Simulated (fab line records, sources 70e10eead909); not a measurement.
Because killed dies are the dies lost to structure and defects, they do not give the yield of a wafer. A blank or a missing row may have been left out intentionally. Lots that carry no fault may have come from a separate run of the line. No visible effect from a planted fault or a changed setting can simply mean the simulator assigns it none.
Which tool did it? / flow nand_harc / 7 lots, 21 wafers sampled, at 2 steps of a route of 1159

## WHAT THE GAUGES READ, wafer by wafer
NHARC_P_STI_OVL_MEAS_10.
lot=L823; measured=day 2 18:25; on=overlay-02; overlay_x_nm (nm)=2 2 2
lot=L826; measured=day 3 12:31; on=overlay-02; overlay_x_nm (nm)=-8 -8 -8
lot=L829; measured=day 4 03:19; on=overlay-01; overlay_x_nm (nm)=-4 -4 -4
lot=L831; measured=day 4 20:29; on=overlay-01; overlay_x_nm (nm)=1 1 1
lot=L833; measured=day 5 04:57; on=overlay-01; overlay_x_nm (nm)=-1 -1 -1
lot=L837; measured=day 6 04:50; on=overlay-01; overlay_x_nm (nm)=-6 -6 -6
lot=L842; measured=day 7 10:53; on=overlay-02; overlay_x_nm (nm)=7 6 6

## WHICH TOOL RAN EACH LOT (tool, then ch and the chambers of the sampled wafers, then the start)
lot=L823; NHARC_P_STI_OXIDE_29=furnace-06 ch 0, day 2 07:05
lot=L826; NHARC_P_STI_OXIDE_29=furnace-06 ch 0, day 3 01:02
lot=L829; NHARC_P_STI_OXIDE_29=furnace-03 ch 0, day 3 15:49
lot=L831; NHARC_P_STI_OXIDE_29=furnace-03 ch 0, day 4 08:59
lot=L833; NHARC_P_STI_OXIDE_29=furnace-06 ch 0, day 4 17:31
lot=L837; NHARC_P_STI_OXIDE_29=furnace-08 ch 0, day 5 14:11 and furnace-06 ch 0, day 5 19:15
lot=L842; NHARC_P_STI_OXIDE_29=furnace-03 ch 0, day 6 20:14
- NHARC_P_STI_OXIDE_29: material SiO2, target thk 10 nm, ox time 1362 s.

## THE ANSWER, worked out from the rows above alone
Rule: the usual values come from the lots themselves. The widest of any qualifying gaps counts: lots, ordered by their means at a reading, are off when they make up no more than a third of the lots, leave a main group of 4 or more, and stand apart from it by 3 or more times the standard deviation of that group's means. Not used: any main group whose means are identical at the precision the tables above print for the reading. Also off: a lot with no number at a reading for which 4 or more lots have one. Any other lot the step has rows for is counted as sound.
None of the lots is off at any reading shown; this tells nothing.

## WHAT THE SIMULATOR HAD PUT IN
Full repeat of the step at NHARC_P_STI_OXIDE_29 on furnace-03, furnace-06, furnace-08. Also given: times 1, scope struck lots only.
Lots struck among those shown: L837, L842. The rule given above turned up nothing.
